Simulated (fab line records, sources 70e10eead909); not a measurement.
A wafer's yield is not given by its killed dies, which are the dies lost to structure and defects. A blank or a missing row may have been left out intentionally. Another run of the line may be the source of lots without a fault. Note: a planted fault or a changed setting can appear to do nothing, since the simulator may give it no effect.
Matching of chambers || flow nand-harc || rie-diel-05 running NHARC_A_M0_ETCH_34: 4 sister chambers
The step etches the open film in N2/H2, target depth 40 nm, overetch 12 nm, time 43.94 s. 20 wafers are shown with their chamber, then 10 later ones without.

WAFERS WITH THEIR CHAMBER
{"wafer": "L081.1", "chamber": 3, "showerhead-plenum-p-Torr (Torr)": 2.08, "drypump-motor-current-A (A)": 5.7, "rf-vpp-V (V)": 432.0}
{"wafer": "L081.4", "chamber": 0, "showerhead-plenum-p-Torr (Torr)": 1.97, "drypump-motor-current-A (A)": 6.2, "rf-vpp-V (V)": 430.5}
{"wafer": "L081.6", "chamber": 0, "showerhead-plenum-p-Torr (Torr)": 1.97, "drypump-motor-current-A (A)": 6.2, "rf-vpp-V (V)": 428.4}
{"wafer": "L082.2", "chamber": 1, "showerhead-plenum-p-Torr (Torr)": 2.11, "drypump-motor-current-A (A)": 5.8, "rf-vpp-V (V)": 433.0}
{"wafer": "L082.3", "chamber": 3, "showerhead-plenum-p-Torr (Torr)": 2.08, "drypump-motor-current-A (A)": 5.7, "rf-vpp-V (V)": 430.8}
{"wafer": "L082.4", "chamber": 0, "showerhead-plenum-p-Torr (Torr)": 1.97, "drypump-motor-current-A (A)": 6.1, "rf-vpp-V (V)": 428.2}
{"wafer": "L083.1", "chamber": 1, "showerhead-plenum-p-Torr (Torr)": 2.10, "drypump-motor-current-A (A)": 5.8, "rf-vpp-V (V)": 432.0}
{"wafer": "L083.2", "chamber": 2, "showerhead-plenum-p-Torr (Torr)": 2.12, "drypump-motor-current-A (A)": 5.8, "rf-vpp-V (V)": 433.7}
{"wafer": "L083.6", "chamber": 2, "showerhead-plenum-p-Torr (Torr)": 2.12, "drypump-motor-current-A (A)": 5.8, "rf-vpp-V (V)": 432.7}
{"wafer": "L084.1", "chamber": 1, "showerhead-plenum-p-Torr (Torr)": 2.11, "drypump-motor-current-A (A)": 5.8, "rf-vpp-V (V)": 432.6}
{"wafer": "L084.2", "chamber": 3, "showerhead-plenum-p-Torr (Torr)": 2.08, "drypump-motor-current-A (A)": 5.7, "rf-vpp-V (V)": 432.2}
{"wafer": "L084.4", "chamber": 0, "showerhead-plenum-p-Torr (Torr)": 1.97, "drypump-motor-current-A (A)": 6.1, "rf-vpp-V (V)": 428.8}
{"wafer": "L087.1", "chamber": 3, "showerhead-plenum-p-Torr (Torr)": 2.08, "drypump-motor-current-A (A)": 5.8, "rf-vpp-V (V)": 431.5}
{"wafer": "L087.2", "chamber": 0, "showerhead-plenum-p-Torr (Torr)": 1.97, "drypump-motor-current-A (A)": 6.2, "rf-vpp-V (V)": 428.7}
{"wafer": "L087.3", "chamber": 1, "showerhead-plenum-p-Torr (Torr)": 2.11, "drypump-motor-current-A (A)": 5.8, "rf-vpp-V (V)": 431.3}
{"wafer": "L088.2", "chamber": 0, "showerhead-plenum-p-Torr (Torr)": 1.97, "drypump-motor-current-A (A)": 6.2, "rf-vpp-V (V)": 429.1}
{"wafer": "L088.4", "chamber": 1, "showerhead-plenum-p-Torr (Torr)": 2.10, "drypump-motor-current-A (A)": 5.8, "rf-vpp-V (V)": 432.9}
{"wafer": "L088.5", "chamber": 3, "showerhead-plenum-p-Torr (Torr)": 2.08, "drypump-motor-current-A (A)": 5.7, "rf-vpp-V (V)": 431.4}
{"wafer": "L092.3", "chamber": 2, "showerhead-plenum-p-Torr (Torr)": 2.12, "drypump-motor-current-A (A)": 5.8, "rf-vpp-V (V)": 432.6}
{"wafer": "L092.5", "chamber": 3, "showerhead-plenum-p-Torr (Torr)": 2.08, "drypump-motor-current-A (A)": 5.7, "rf-vpp-V (V)": 430.9}

SIGNATURES (means of the wafers above)
{"reading": "showerhead-plenum-p-Torr", "chamber 0": 1.9700, "chamber 1": 2.1060, "chamber 2": 2.1200, "chamber 3": 2.0800, "scatter within a chamber": 0.00274}
{"reading": "drypump-motor-current-A", "chamber 0": 6.167, "chamber 1": 5.800, "chamber 2": 5.800, "chamber 3": 5.717, "scatter within a chamber": 0.0368}
{"reading": "rf-vpp-V", "chamber 0": 428.950, "chamber 1": 432.360, "chamber 2": 433.000, "chamber 3": 431.467, "scatter within a chamber": 0.695}
Rule: for each reading, subtract the chamber's mean from the wafer's reading, divide by that reading's scatter and square the result; add these up over the readings and take the root, which gives the wafer's distance from the chamber. If the next closest chamber is less than 2 further off than the closest, the wafer can't be placed; otherwise it belongs to the closest. The scatter is the square root of a quotient: the sum, over the shown wafers, of each reading's squared deviation from its chamber's mean, divided by wafers minus chambers.

WAFERS WITH NO CHAMBER GIVEN
{"wafer": "L092.6", "showerhead-plenum-p-Torr (Torr)": 1.97, "drypump-motor-current-A (A)": 6.2, "rf-vpp-V (V)": 427.8}
{"wafer": "L094.4", "showerhead-plenum-p-Torr (Torr)": 2.07, "drypump-motor-current-A (A)": 5.7, "rf-vpp-V (V)": 430.1}
{"wafer": "L094.5", "showerhead-plenum-p-Torr (Torr)": 1.97, "drypump-motor-current-A (A)": 6.2, "rf-vpp-V (V)": 428.3}
{"wafer": "L094.6", "showerhead-plenum-p-Torr (Torr)": 2.07, "drypump-motor-current-A (A)": 5.7, "rf-vpp-V (V)": 430.9}
{"wafer": "L096.1", "showerhead-plenum-p-Torr (Torr)": 2.10, "drypump-motor-current-A (A)": 5.8, "rf-vpp-V (V)": 431.4}
{"wafer": "L096.2", "showerhead-plenum-p-Torr (Torr)": 2.08, "drypump-motor-current-A (A)": 5.7, "rf-vpp-V (V)": 430.6}
{"wafer": "L096.4", "showerhead-plenum-p-Torr (Torr)": 1.97, "drypump-motor-current-A (A)": 6.2, "rf-vpp-V (V)": 428.7}
{"wafer": "L097.1", "showerhead-plenum-p-Torr (Torr)": 1.97, "drypump-motor-current-A (A)": 6.2, "rf-vpp-V (V)": 427.5}
{"wafer": "L097.2", "showerhead-plenum-p-Torr (Torr)": 2.07, "drypump-motor-current-A (A)": 5.8, "rf-vpp-V (V)": 431.7}
{"wafer": "L097.3", "showerhead-plenum-p-Torr (Torr)": 2.12, "drypump-motor-current-A (A)": 5.8, "rf-vpp-V (V)": 432.1}

WHICH CHAMBER EACH ONE RAN IN
{"wafer": "L092.6", "from the rows above": 0, "in truth": 0}
{"wafer": "L094.4", "from the rows above": 3, "in truth": 3}
{"wafer": "L094.5", "from the rows above": 0, "in truth": 0}
{"wafer": "L094.6", "from the rows above": 3, "in truth": 3}
{"wafer": "L096.1", "from the rows above": 1, "in truth": 1}
{"wafer": "L096.2", "from the rows above": 3, "in truth": 3}
{"wafer": "L096.4", "from the rows above": 0, "in truth": 0}
{"wafer": "L097.1", "from the rows above": 0, "in truth": 0}
{"wafer": "L097.2", "from the rows above": 3, "in truth": 3}
{"wafer": "L097.3", "from the rows above": 2, "in truth": 2}
Correct placement for 10 of the 10. Not placeable from these rows: 0. Placed wrongly: 0.
